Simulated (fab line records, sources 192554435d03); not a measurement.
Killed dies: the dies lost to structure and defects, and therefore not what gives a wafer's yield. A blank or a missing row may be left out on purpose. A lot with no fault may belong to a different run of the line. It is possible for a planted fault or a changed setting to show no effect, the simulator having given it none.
Chamber matching | flow n5-finfet | N5_DUMMY_GATE_ETCH_32 on rie-si-04: 4 sister chambers
The step etches SiO2 in CF4, target depth 3.5 nm, time 3.9 s. 4 wafers are shown with their chamber, then 9 later ones without.

WAFERS WITH THEIR CHAMBER
wafer  | chamber | throttle-valve-pct (%)
L085.6 | 2       | 22.01
L090.2 | 1       | 21.81
L090.4 | 0       | 22.01
L090.5 | 3       | 21.85

WAFERS WITH NO CHAMBER GIVEN
wafer  | throttle-valve-pct (%)
L093.3 | 21.80
L093.5 | 21.99
L093.6 | 22.03
L095.1 | 21.85
L095.4 | 22.04
L095.6 | 21.79
L096.1 | 21.99
L096.3 | 22.03
L096.6 | 21.86

WHICH CHAMBER EACH WENT THROUGH
wafer  | from the rows above     | in truth
L093.3 | 1                       | 1
L093.5 | can't be placed: 0 or 2 | 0
L093.6 | can't be placed: 0 or 2 | 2
L095.1 | 3                       | 3
L095.4 | can't be placed: 0 or 2 | 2
L095.6 | 1                       | 1
L096.1 | can't be placed: 0 or 2 | 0
L096.3 | can't be placed: 0 or 2 | 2
L096.6 | 3                       | 3
4 of 9 placed correctly. From these rows, 5 cannot be placed; in 5 the true chamber is one of the candidates. Placed wrongly: 0.
How it was worked out, from the rows above alone: a wafer's distance from a chamber is the root of the sum, over the readings, of the square of ((its reading less the chamber's mean) divided by the reading's scatter). If the next closest chamber is less than 2 further off than the closest, the wafer can't be placed; otherwise it belongs to the closest. For every chamber, the mean is computed from those of its wafers that are shown. The scatter (one wafer shown for each chamber): square how far every hidden wafer sits from the nearest shown wafer, average those squares and take the square root.
